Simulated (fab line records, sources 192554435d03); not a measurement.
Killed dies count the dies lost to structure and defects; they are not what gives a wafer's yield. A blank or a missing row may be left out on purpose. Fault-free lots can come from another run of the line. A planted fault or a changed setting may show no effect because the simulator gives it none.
What tool caused it?    flow n5-finfet    9 lots with 25 wafers sampled at 3 steps, on a route of 1938 steps

## WHAT EACH GAUGE READ, for each wafer
N5_BEOL_M10_INSPECT_30: inspects for defects (brightfield). Usual: raw-defect-count at 390, with a standard deviation of 91.
lot   measured      on                 raw-defect-count  flag
L936  day 10 07:44  defect-inspect-02  457 420           
L937  day 10 15:58  defect-inspect-01  300 286 249       
L939  day 10 22:24  defect-inspect-02  256 380 491       
L938  day 11 18:34  defect-inspect-01  506 475           
L943  day 11 18:44  defect-inspect-01  398 306 302       
L940  day 12 19:30  defect-inspect-01  355 401 362       
L955  day 16 04:14  defect-inspect-02  1664 1698 1707    OFF
L957  day 16 04:23  defect-inspect-01  1803 1694 1902    OFF
L958  day 16 14:35  defect-inspect-01  360 351 405       

## TOOL THAT RAN EACH LOT (tool first, then ch and the chambers of the sampled wafers, then the start)
lot   N5_BEOL_M10_DESCUM_16               N5_BEOL_M10_ETCH_61
L936  rie-diel-06 ch 1,3, day 10 04:05    rie-diel-06 ch 1,3, day 10 04:08
L937  rie-diel-06 ch 0,1,2, day 10 12:55  rie-diel-06 ch 0,1,2, day 10 12:57
L939  rie-diel-05 ch 2,3, day 10 21:12    rie-diel-05 ch 2,3, day 10 21:14
L938  rie-diel-04 ch 0,1, day 11 16:07    rie-diel-04 ch 0,1, day 11 16:10
L943  rie-diel-04 ch 0,1,2, day 11 16:22  rie-diel-04 ch 0,1,2, day 11 16:25
L940  rie-diel-05 ch 0,1, day 12 18:32    rie-diel-05 ch 0,1, day 12 18:34
L955  rie-diel-06 ch 0,1,3, day 16 02:19  rie-diel-06 ch 0,1,3, day 16 02:21
L957  rie-diel-06 ch 0,2,3, day 16 02:34  rie-diel-06 ch 0,2,3, day 16 02:36
L958  rie-diel-04 ch 1,2, day 16 11:06    rie-diel-04 ch 1,2, day 16 11:08
- N5_BEOL_M10_DESCUM_16: chemistry O2, time 7.9 s.
- N5_BEOL_M10_ETCH_61: etches SiARC in CF4, target depth 39 nm, time 65 s.

## AS READ BY THE TOOLS THEMSELVES (means over the sampled wafers that have a number; for cases with no such wafer, the mark the record gives instead)
N5_BEOL_M10_DESCUM_16. Usual: drypump-motor-current-A 5.7 A, standard deviation 0.39; oes-product-au 0.85 a.u., standard deviation 0.078; rf-fwd-power-W 49.37 W, standard deviation 0.24; rf-vpp-V 243.6 V, standard deviation 1.3; showerhead-plenum-p-Torr 2.12 Torr, standard deviation 0.058; throttle-valve-pct 20.35 %, standard deviation 0.18.
lot   tool         drypump-motor-current-A (A)  oes-product-au (a.u.)  rf-fwd-power-W (W)  rf-vpp-V (V)  showerhead-plenum-p-Torr (Torr)  throttle-valve-pct (%)  flag
L936  rie-diel-06  6.1                          0.91                   49.19               243.9         2.12                             20.04                   
L937  rie-diel-06  6.1                          0.82                   49.14               243.0         2.09                             20.30                   
L939  rie-diel-05  6.0                          0.71                   49.51               243.9         2.09                             20.48                   
L938  rie-diel-04  5.3                          0.94                   49.26               242.9         2.15                             20.31                   
L943  rie-diel-04  5.5                          0.89                   49.32               244.0         2.17                             20.42                   
L940  rie-diel-05  5.6                          0.85                   49.41               242.8         2.08                             20.39                   
L955  rie-diel-06  5.8                          0.87                   49.22               243.9         2.15                             20.15                   
L957  rie-diel-06  5.8                          0.88                   49.40               244.9         2.16                             20.25                   
L958  rie-diel-04  5.7                          0.79                   49.33               245.4         2.16                             20.54                   

N5_BEOL_M10_ETCH_61. Usual: for drypump-motor-current-A, 5.7 A with a standard deviation of 0.4; for etch-rf-on-time-s, 64.6 s with a standard deviation of 1.9; for oes-product-au, 0.72 a.u. with a standard deviation of 0.068; for rf-fwd-power-W, 538.6 W with a standard deviation of 2.3; for rf-vpp-V, 184.4 V with a standard deviation of 1.1; for showerhead-plenum-p-Torr, 2.17 Torr with a standard deviation of 0.056; for throttle-valve-pct, 15.50 % with a standard deviation of 0.18.
lot   tool         drypump-motor-current-A (A)  etch-rf-on-time-s (s)  oes-product-au (a.u.)  rf-fwd-power-W (W)  rf-vpp-V (V)  showerhead-plenum-p-Torr (Torr)  throttle-valve-pct (%)  flag
L936  rie-diel-06  6.1                          62.5                   0.79                   537.7               184.4         2.19                             15.29                   
L937  rie-diel-06  6.1                          64.8                   0.72                   538.8               183.8         2.14                             15.49                   
L939  rie-diel-05  6.0                          65.0                   0.61                   540.9               184.5         2.15                             15.82                   
L938  rie-diel-04  5.3                          64.2                   0.81                   535.7               186.1         2.19                             15.40                   
L943  rie-diel-04  5.5                          64.0                   0.77                   539.4               184.7         2.21                             15.53                   
L940  rie-diel-05  5.6                          67.2                   0.71                   537.4               184.4         2.12                             15.41                   
L955  rie-diel-06  5.9                          63.7                   0.75                   535.9               184.2         2.22                             15.41                   
L957  rie-diel-06  5.8                          64.6                   0.74                   538.6               184.8         2.20                             15.41                   
L958  rie-diel-04  5.7                          65.2                   0.67                   540.5               184.5         2.20                             15.71                   

## THE ANSWER, worked out from the rows above alone
Rule: a lot is off if the mean of its wafers that have a number lies more than 3 standard deviations from the usual mean. A lot without any number at a reading at which 4 lots or more have one is off too. Where the step has rows for the other lots, those lots are counted as sound. First the gauges in route order, then the tools' own readings, where a lot's mean is used as printed above. The first step at which some lot is off is used, and at that step the reading that is off furthest; a lot without a number counts as furthest.
Off: L955, L957, at N5_BEOL_M10_INSPECT_30 (raw-defect-count).
A tool fits if, at a process step before that reading, it ran every lot that is off, and no sound lot after the first of them. Gauges at N5_BEOL_M10_INSPECT_30: tried the same way as those tools. One candidate fits, namely rie-diel-06 at N5_BEOL_M10_DESCUM_16 and N5_BEOL_M10_ETCH_61. At N5_BEOL_M10_DESCUM_16 its last sound lot is L937 (day 10 12:55), its first lot that is off L955 (day 16 02:19): a fault that began between those two fits.

## WHAT THE SIMULATOR HAD PUT IN
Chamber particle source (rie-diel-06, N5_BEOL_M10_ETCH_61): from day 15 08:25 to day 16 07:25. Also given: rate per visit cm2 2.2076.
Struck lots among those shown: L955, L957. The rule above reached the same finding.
